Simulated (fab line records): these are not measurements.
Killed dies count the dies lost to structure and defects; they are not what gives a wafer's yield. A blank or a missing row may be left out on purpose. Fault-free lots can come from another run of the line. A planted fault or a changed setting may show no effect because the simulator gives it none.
Which tool did it?	flow n5_finfet	21 lots with 63 wafers sampled at 6 steps, on a route of 1938 steps

WHAT THE GAUGES SHOWED, per wafer
N5_BEOL_M0_RS_MEAS_126: a four-point-probe measurement. Usual: M0_RS gives 0.530 ohm/sq (standard deviation 0.025).
lot	measured	on	M0_RS (ohm/sq)	flag
L074	day 6 02:15	film_metro-02	0.541 0.549 0.514	
L075	day 6 06:37	film_metro-02	0.504 0.523 0.547	
L076	day 6 13:29	film_metro-02	0.507 0.505 0.487	
L078	day 6 22:37	film_metro-02	0.511 0.519 0.498	
L079	day 7 04:20	film_metro-01	0.548 0.498 0.519	
L080	day 7 07:52	film_metro-01	0.553 0.543 0.530	
L081	day 7 14:52	film_metro-02	0.565 0.520 0.527	
L082	day 8 09:46	film_metro-02	0.562 0.578 0.516	
L085	day 8 18:23	film_metro-02	0.537 0.539 0.523	
L086	day 9 07:32	film_metro-01	0.509 0.540 0.539	
L087	day 9 10:17	film_metro-01	0.541 0.559 0.559	
L088	day 9 11:26	film_metro-01	0.543 0.485 0.489	
L089	day 9 19:41	film_metro-01	0.517 0.514 0.525	
L090	day 10 02:50	film_metro-02	0.547 0.551 0.593	
L091	day 10 05:58	film_metro-01	0.605 0.581 0.557	
L092	day 10 15:17	film_metro-02	0.526 0.503 0.515	
L093	day 10 17:37	film_metro-01	0.500 0.522 0.527	
L094	day 11 00:50	film_metro-02	0.532 0.478 0.523	
L095	day 11 07:44	film_metro-02	0.511 0.541 0.544	
L096	day 11 11:22	film_metro-01	0.534 0.562 0.525	
L097	day 11 16:46	film_metro-02	0.553 0.531 0.500	

TOOL THAT RAN EACH LOT (tool first, then ch and the chambers of the sampled wafers, then the start)
lot	N5_BEOL_M0_SAQP_SPACER2_ETCHBACK_27	N5_BEOL_M0_SAQP_MANDREL2_REMOVE_110	N5_BEOL_M0_SAQP_ETCH_49	N5_BEOL_M0_CUTY_ETCH_62	N5_BEOL_M0_DEP_125
L074	rie_diel-04 ch 0,2,3, day 5 19:34	rie_si-01 ch 1,3, day 5 19:39	rie_diel-05 ch 0,1, day 5 21:22	rie_diel-06 ch 0,2, day 5 21:58	pecvd-04 ch 0,1, day 6 02:11
L075	rie_diel-05 ch 0,1,3, day 6 00:44	rie_si-05 ch 0,2,3, day 6 00:49	rie_diel-01 ch 0,1,3, day 6 02:34	rie_diel-02 ch 0,1,2, day 6 03:13	pecvd-04 ch 0,1,2, day 6 06:34
L076	rie_diel-05 ch 0,2,3, day 6 04:37	rie_si-01 ch 0,2,3, day 6 04:42	rie_diel-04 ch 0,2, day 6 06:03	rie_diel-06 ch 1,2,3, day 6 06:40	pecvd-03 ch 0,1,2, day 6 13:25
L078	rie_diel-04 ch 0,2,3, day 6 13:58	rie_si-06 ch 0,1, day 6 14:04	rie_diel-05 ch 1,2,3, day 6 15:32	rie_diel-02 ch 0,1, day 6 16:17	pecvd-03 ch 1,2, day 6 22:34
L079	rie_diel-01 ch 0,3, day 6 21:04	rie_si-01 ch 1,2,3, day 6 21:10	rie_diel-05 ch 1,2, day 6 22:38	rie_diel-06 ch 0,2,3, day 6 23:08	pecvd-02 ch 1,2, day 7 04:16
L080	rie_diel-04 ch 0,1, day 7 00:20	rie_si-05 ch 0,1,3, day 7 00:26	rie_diel-05 ch 0,1,2, day 7 01:55	rie_diel-03 ch 0,1,3, day 7 02:32	pecvd-02 ch 1,2, day 7 07:48
L081	rie_diel-04 ch 1,2,3, day 7 05:39	rie_si-05 ch 0,2,3, day 7 05:44	rie_diel-04 ch 0,1,3, day 7 07:37	rie_diel-06 ch 0,2,3, day 7 08:19	pecvd-04 ch 1,2, day 7 14:48
L082	rie_diel-04 ch 0,1,3, day 7 17:16	rie_si-01 ch 0,1,3, day 7 17:22	rie_diel-04 ch 0,1,2, day 7 19:58	rie_diel-06 ch 1,2,3, day 7 20:28	pecvd-04 ch 1,2, day 8 09:43
L085	rie_diel-04 ch 0,3, day 8 07:34	rie_si-06 ch 0,1,2, day 8 07:41	rie_diel-04 ch 0,3, day 8 09:22	rie_diel-03 ch 0,1, day 8 10:23	pecvd-03 ch 0,1,2, day 8 18:19
L086	rie_diel-04 ch 0,1,3, day 8 23:37	rie_si-01 ch 0,1,2, day 8 23:42	rie_diel-05 ch 0,2,3, day 9 01:10	rie_diel-06 ch 1,2,3, day 9 01:47	pecvd-03 ch 0,2, day 9 07:28
L087	rie_diel-05 ch 0,2,3, day 9 02:44	rie_si-06 ch 0,1,3, day 9 02:49	rie_diel-05 ch 1,2,3, day 9 04:30	rie_diel-06 ch 0,1,2, day 9 05:07	pecvd-03 ch 0,1,2, day 9 10:13
L088	rie_diel-01 ch 0,3, day 9 05:43	rie_si-01 ch 0,2,3, day 9 05:48	rie_diel-05 ch 0,1,3, day 9 07:25	rie_diel-02 ch 0,1, day 9 07:56	pecvd-02 ch 0,1, day 9 11:23
L089	rie_diel-05 ch 2,3, day 9 13:22	rie_si-01 ch 2,3, day 9 13:28	rie_diel-05 ch 0,1, day 9 15:27	rie_diel-03 ch 0,1,2, day 9 16:04	pecvd-02 ch 0,1, day 9 19:37
L090	rie_diel-04 ch 0,1,2, day 9 18:05	rie_si-01 ch 1,3, day 9 18:10	rie_diel-04 ch 0,1, day 9 20:50	rie_diel-02 ch 1,2,3, day 9 21:20	pecvd-04 ch 0,1, day 10 02:46
L091	rie_diel-04 ch 0,1,2, day 9 21:31	rie_si-06 ch 2,3, day 9 21:36	rie_diel-05 ch 1,2, day 10 00:23	rie_diel-06 ch 1,2,3, day 10 01:01	pecvd-04 ch 0,1,2, day 10 05:54
L092	rie_diel-05 ch 0,3, day 10 06:36	rie_si-05 ch 0,1,3, day 10 06:41	rie_diel-01 ch 0,3, day 10 08:28	rie_diel-03 ch 1,2, day 10 09:07	pecvd-02 ch 0,1, day 10 15:13
L093	rie_diel-04 ch 0,2,3, day 10 10:45	rie_si-05 ch 2,3, day 10 10:50	rie_diel-04 ch 2,3, day 10 12:28	rie_diel-06 ch 0,1,3, day 10 13:05	pecvd-03 ch 1,2, day 10 17:33
L094	rie_diel-05 ch 0,1,3, day 10 13:11	rie_si-05 ch 0,3, day 10 13:17	rie_diel-01 ch 2,3, day 10 14:38	rie_diel-03 ch 1,3, day 10 15:16	pecvd-04 ch 0,2, day 11 00:47
L095	rie_diel-05 ch 0,1,2, day 11 00:36	rie_si-01 ch 0,1,3, day 11 00:41	rie_diel-04 ch 0,2,3, day 11 02:03	rie_diel-03 ch 0,1,2, day 11 02:35	pecvd-03 ch 1,2, day 11 07:40
L096	rie_diel-04 ch 0,2,3, day 11 05:10	rie_si-01 ch 0,2,3, day 11 05:16	rie_diel-04 ch 1,2, day 11 06:56	rie_diel-02 ch 1,2,3, day 11 07:42	pecvd-04 ch 0,1,2, day 11 11:17
L097	rie_diel-05 ch 0,1, day 11 07:50	rie_si-05 ch 0,1,2, day 11 07:56	rie_diel-05 ch 1,2,3, day 11 09:25	rie_diel-02 ch 2,3, day 11 10:06	pecvd-04 ch 0,2, day 11 16:42
- N5_BEOL_M0_SAQP_SPACER2_ETCHBACK_27: etches SiO2 in CHF3/O2, target depth 22.5 nm, time 11.25 s.
- N5_BEOL_M0_SAQP_MANDREL2_REMOVE_110: chemistry HBr/Cl2/O2, target a-Si, stops on SiCN, bt time 10 s.
- N5_BEOL_M0_SAQP_ETCH_49: etches SiO2 in CF4/O2, target depth 37 nm.
- N5_BEOL_M0_CUTY_ETCH_62: etches SiARC in CF4, time 58.5 s.
- N5_BEOL_M0_DEP_125: deposits SiCN from 3MS/NH3, target thk 8 nm, time 14 s.

WHAT THE TOOLS THEMSELVES READ (means of the sampled wafers that have a number; where no wafer has one, the mark that the record gives instead)
N5_BEOL_M0_SAQP_SPACER2_ETCHBACK_27. Usual: drypump_motor_current_A 5.6 A, standard deviation 0.4; oes_product_au 0.80 a.u., standard deviation 0.084; rf_fwd_power_W 645.4 W, standard deviation 2.2; rf_vpp_V 525 V, standard deviation 12; showerhead_plenum_p_Torr 2.47 Torr, standard deviation 0.038; throttle_valve_pct 18.76 %, standard deviation 0.21.
lot	tool	drypump_motor_current_A (A)	oes_product_au (a.u.)	rf_fwd_power_W (W)	rf_vpp_V (V)	showerhead_plenum_p_Torr (Torr)	throttle_valve_pct (%)	flag
L074	rie_diel-04	5.8	0.76	646.8	527	2.48	18.88	
L075	rie_diel-05	5.5	0.78	643.1	518	2.50	18.80	
L076	rie_diel-05	5.5	0.81	645.7	525	2.49	18.72	
L078	rie_diel-04	5.8	0.76	645.7	527	2.48	18.90	
L079	rie_diel-01	6.0	0.68	646.1	508	2.39	18.95	
L080	rie_diel-04	5.3	0.75	646.1	525	2.50	18.80	
L081	rie_diel-04	5.7	0.76	645.3	531	2.46	18.79	
L082	rie_diel-04	5.5	0.77	646.3	533	2.48	18.70	
L085	rie_diel-04	5.6	0.77	647.0	529	2.48	18.83	
L086	rie_diel-04	5.5	0.76	645.6	532	2.48	18.72	
L087	rie_diel-05	5.5	0.84	641.8	526	2.48	18.61	
L088	rie_diel-01	6.0	0.85	644.9	508	2.38	18.73	
L089	rie_diel-05	5.7	0.89	645.1	534	2.46	18.49	
L090	rie_diel-04	5.5	0.82	647.1	522	2.48	18.81	
L091	rie_diel-04	5.4	0.81	644.9	523	2.47	18.83	
L092	rie_diel-05	5.3	0.77	645.8	517	2.49	18.75	
L093	rie_diel-04	5.9	0.83	644.8	527	2.46	18.83	
L094	rie_diel-05	5.5	0.80	647.4	517	2.48	18.73	
L095	rie_diel-05	5.4	0.80	645.9	523	2.46	18.76	
L096	rie_diel-04	5.8	0.82	646.0	526	2.46	18.83	
L097	rie_diel-05	5.2	0.74	645.9	515	2.48	18.88	

N5_BEOL_M0_SAQP_MANDREL2_REMOVE_110. Usual: drypump_motor_current_A 5.7 A, standard deviation 0.31; oes_product_au 1.002 a.u., standard deviation 0.02; rf_fwd_power_W 596.7 W, standard deviation 2.1; throttle_valve_pct 36.5 %, standard deviation 0.45.
lot	tool	drypump_motor_current_A (A)	oes_product_au (a.u.)	rf_fwd_power_W (W)	throttle_valve_pct (%)	flag
L074	rie_si-01	5.9	1.008	595.0	36.1	
L075	rie_si-05	5.4	1.009	595.3	36.5	
L076	rie_si-01	5.6	1.002	597.1	36.7	
L078	rie_si-06	6.0	1.004	598.0	36.5	
L079	rie_si-01	5.8	1.000	595.9	36.4	
L080	rie_si-05	5.6	1.005	597.7	36.6	
L081	rie_si-05	5.3	1.005	596.8	36.5	
L082	rie_si-01	5.7	1.016	594.9	36.4	
L085	rie_si-06	5.9	1.006	596.8	36.8	
L086	rie_si-01	5.6	1.001	597.5	36.4	
L087	rie_si-06	5.8	1.007	597.9	36.5	
L088	rie_si-01	5.6	1.002	594.9	36.7	
L089	rie_si-01	5.8	0.990	597.1	36.8	
L090	rie_si-01	5.9	0.994	595.7	36.1	
L091	rie_si-06	5.7	1.011	597.7	36.9	
L092	rie_si-05	5.5	0.987	596.6	36.6	
L093	rie_si-05	5.2	0.994	598.5	36.9	
L094	rie_si-05	5.2	0.997	597.6	36.9	
L095	rie_si-01	5.7	1.012	594.3	36.4	
L096	rie_si-01	5.6	1.011	597.4	36.7	
L097	rie_si-05	5.7	1.002	596.8	36.2	

N5_BEOL_M0_SAQP_ETCH_49. Usual: drypump_motor_current_A 5.6 A, standard deviation 0.37; oes_product_au 0.82 a.u., standard deviation 0.094; rf_fwd_power_W 532.0 W, standard deviation 1.5; rf_vpp_V 241 V, standard deviation 5.7; showerhead_plenum_p_Torr 2.25 Torr, standard deviation 0.037; throttle_valve_pct 15.71 %, standard deviation 0.2.
lot	tool	drypump_motor_current_A (A)	oes_product_au (a.u.)	rf_fwd_power_W (W)	rf_vpp_V (V)	showerhead_plenum_p_Torr (Torr)	throttle_valve_pct (%)	flag
L074	rie_diel-05	5.4	0.85	532.7	237	2.27	15.68	
L075	rie_diel-01	5.8	0.75	532.3	237	2.23	15.90	
L076	rie_diel-04	5.8	0.72	534.3	237	2.26	16.09	
L078	rie_diel-05	5.7	0.86	531.1	243	2.27	15.67	
L079	rie_diel-05	5.7	0.94	532.2	245	2.25	15.56	
L080	rie_diel-05	5.4	0.87	532.6	240	2.26	15.64	
L081	rie_diel-04	5.5	0.78	532.4	245	2.27	15.66	
L082	rie_diel-04	5.5	0.73	533.0	239	2.26	15.88	
L085	rie_diel-04	5.6	0.77	532.2	243	2.28	15.82	
L086	rie_diel-05	5.5	0.85	530.4	241	2.26	15.57	
L087	rie_diel-05	5.7	0.90	530.6	241	2.26	15.54	
L088	rie_diel-05	5.5	0.82	531.6	238	2.27	15.62	
L089	rie_diel-05	5.2	0.76	533.0	237	2.26	15.76	
L090	rie_diel-04	5.1	0.74	530.6	243	2.26	15.69	
L091	rie_diel-05	5.7	0.88	530.9	246	2.24	15.60	
L092	rie_diel-01	5.8	0.76	531.3	235	2.18	15.87	
L093	rie_diel-04	6.1	0.84	531.2	245	2.24	15.66	
L094	rie_diel-01	6.1	0.90	532.5	236	2.17	15.61	
L095	rie_diel-04	5.8	0.82	532.7	242	2.25	15.78	
L096	rie_diel-04	5.3	0.80	530.1	242	2.24	15.64	
L097	rie_diel-05	5.7	0.87	532.4	242	2.25	15.56	

N5_BEOL_M0_CUTY_ETCH_62. Usual: drypump_motor_current_A 5.60 A (standard deviation 0.29); etch_rf_on_time_s 58.9 s (standard deviation 1.8); oes_product_au 0.68 a.u. (standard deviation 0.071); rf_fwd_power_W 538.6 W (standard deviation 2.1); rf_vpp_V 183.7 V (standard deviation 0.99); showerhead_plenum_p_Torr 2.11 Torr (standard deviation 0.053); throttle_valve_pct 15.63 % (standard deviation 0.24).
lot	tool	drypump_motor_current_A (A)	etch_rf_on_time_s (s)	oes_product_au (a.u.)	rf_fwd_power_W (W)	rf_vpp_V (V)	showerhead_plenum_p_Torr (Torr)	throttle_valve_pct (%)	flag
L074	rie_diel-06	5.87	60.6	0.76	538.0	184.6	2.12	15.34	
L075	rie_diel-02	5.53	59.1	0.63	538.6	183.2	2.08	15.88	
L076	rie_diel-06	5.63	58.1	0.71	539.1	183.7	2.13	15.59	
L078	rie_diel-02	5.54	59.7	0.63	535.5	183.0	2.05	15.89	
L079	rie_diel-06	5.82	59.1	0.70	539.6	183.5	2.10	15.56	
L080	rie_diel-03	5.41	59.6	0.64	539.8	183.7	2.13	15.50	
L081	rie_diel-06	5.82	58.4	0.69	538.6	184.3	2.10	15.56	
L082	rie_diel-06	5.63	57.9	0.70	538.4	184.0	2.13	15.62	
L085	rie_diel-03	5.14	58.4	0.62	537.3	184.1	2.15	15.57	
L086	rie_diel-06	5.61	56.8	0.70	540.4	183.4	2.13	15.62	
L087	rie_diel-06	5.67	58.3	0.75	538.9	184.5	2.14	15.44	
L088	rie_diel-02	5.52	60.4	0.61	537.8	183.3	2.05	15.94	
L089	rie_diel-03	5.35	58.7	0.66	538.3	184.7	2.15	15.54	
L090	rie_diel-02	5.56	57.9	0.68	538.9	183.6	2.09	15.78	
L091	rie_diel-06	5.61	57.5	0.70	538.8	183.8	2.12	15.63	
L092	rie_diel-03	5.38	60.0	0.69	538.8	183.2	2.10	15.50	
L093	rie_diel-06	5.78	59.9	0.68	536.1	183.0	2.09	15.59	
L094	rie_diel-03	5.44	60.2	0.64	540.1	184.1	2.07	15.53	
L095	rie_diel-03	5.35	59.4	0.74	540.8	183.8	2.14	15.38	
L096	rie_diel-02	5.54	57.9	0.66	542.1	183.0	2.09	15.82	
L097	rie_diel-02	5.70	57.2	0.65	539.3	183.4	2.10	15.74	

N5_BEOL_M0_DEP_125. Usual: rf_fwd_power_W 199.5 W, standard deviation 0.94; showerhead_plenum_p_Torr 3.668 Torr, standard deviation 0.011; throttle_valve_pct 9.1 %, standard deviation 0.49.
lot	tool	rf_fwd_power_W (W)	showerhead_plenum_p_Torr (Torr)	throttle_valve_pct (%)	flag
L074	pecvd-04	199.3	3.673	9.3	
L075	pecvd-04	199.3	3.671	9.0	
L076	pecvd-03	199.6	3.667	9.4	
L078	pecvd-03	200.0	3.673	9.7	
L079	pecvd-02	199.8	3.643	8.7	
L080	pecvd-02	199.2	3.649	9.3	
L081	pecvd-04	199.5	3.676	9.1	
L082	pecvd-04	198.6	3.679	9.0	
L085	pecvd-03	199.2	3.670	9.5	
L086	pecvd-03	199.3	3.662	9.0	
L087	pecvd-03	199.4	3.673	9.5	
L088	pecvd-02	198.7	3.657	9.5	
L089	pecvd-02	198.6	3.658	9.5	
L090	pecvd-04	199.7	3.678	9.2	
L091	pecvd-04	199.5	3.673	8.9	
L092	pecvd-02	198.6	3.655	9.6	
L093	pecvd-03	199.4	3.673	8.9	
L094	pecvd-04	200.2	3.672	8.6	
L095	pecvd-03	200.1	3.669	9.0	
L096	pecvd-04	199.7	3.671	9.0	
L097	pecvd-04	199.9	3.678	9.1	

THE ANSWER, worked out from the rows above alone
Rule: a lot is off if the mean of its wafers that have a number lies more than 3 standard deviations from the usual mean. Also off: a lot with no number at a reading for which 4 or more lots have one. Any other lot the step has rows for is counted as sound. After the gauges, taken in route order, come the tools' own readings; for these a lot's mean is taken, as printed above. At the first step where some lot is off, the reading lying furthest off is the one used; lots without a number count as furthest.
None of the lots is off at any reading shown; this tells nothing.

WHAT HAD BEEN PUT IN BY THE SIMULATOR
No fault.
